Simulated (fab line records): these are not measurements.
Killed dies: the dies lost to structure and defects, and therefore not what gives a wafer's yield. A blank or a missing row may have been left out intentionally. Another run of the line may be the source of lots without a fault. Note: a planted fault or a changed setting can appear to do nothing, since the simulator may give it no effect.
Chamber matching | flow n5 finfet | rie diel-04 running N5_BEOL_M0_ETCH_128: 4 sister chambers
The step etches SiCN in CF4/N2, target depth 12 nm, overetch 5.1 nm, time 21.4 s. 4 wafers are shown with their chamber, then 12 later ones without.

== EACH WAFER AND ITS CHAMBER ==
wafer  | chamber | showerhead plenum p Torr (Torr)
L086.4 | 3       | 2.24
L087.2 | 1       | 2.16
L087.4 | 2       | 2.24
L087.5 | 0       | 2.18

== WAFERS WITHOUT THEIR CHAMBER ==
wafer  | showerhead plenum p Torr (Torr)
L088.2 | 2.24
L088.3 | 2.16
L088.5 | 2.18
L091.1 | 2.23
L091.3 | 2.23
L091.6 | 2.23
L093.1 | 2.23
L093.3 | 2.23
L093.6 | 2.23
L095.2 | 2.23
L095.3 | 2.23
L095.6 | 2.23

== WHICH CHAMBER EACH ONE RAN IN ==
wafer  | from the rows above     | in truth
L088.2 | can't be placed: 2 or 3 | 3
L088.3 | 1                       | 1
L088.5 | 0                       | 0
L091.1 | can't be placed: 2 or 3 | 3
L091.3 | can't be placed: 2 or 3 | 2
L091.6 | can't be placed: 2 or 3 | 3
L093.1 | can't be placed: 2 or 3 | 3
L093.3 | can't be placed: 2 or 3 | 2
L093.6 | can't be placed: 2 or 3 | 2
L095.2 | can't be placed: 2 or 3 | 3
L095.3 | can't be placed: 2 or 3 | 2
L095.6 | can't be placed: 2 or 3 | 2
Correct placement for 2 of the 12. From these rows, 10 cannot be placed; in 10 the true chamber is one of the candidates. Wrongly placed: 0.
How it was worked out, from the rows above alone: a wafer's distance from a chamber is the root of the sum, over the readings, of the square of ((its reading less the chamber's mean) divided by the reading's scatter). The wafer belongs to the nearest chamber; if the next one is less than 2 further off, it can't be placed. Each chamber's mean is taken over the wafers shown for it. The scatter: root of mean squared gap, hidden wafer to nearest shown wafer, with one shown wafer a chamber.
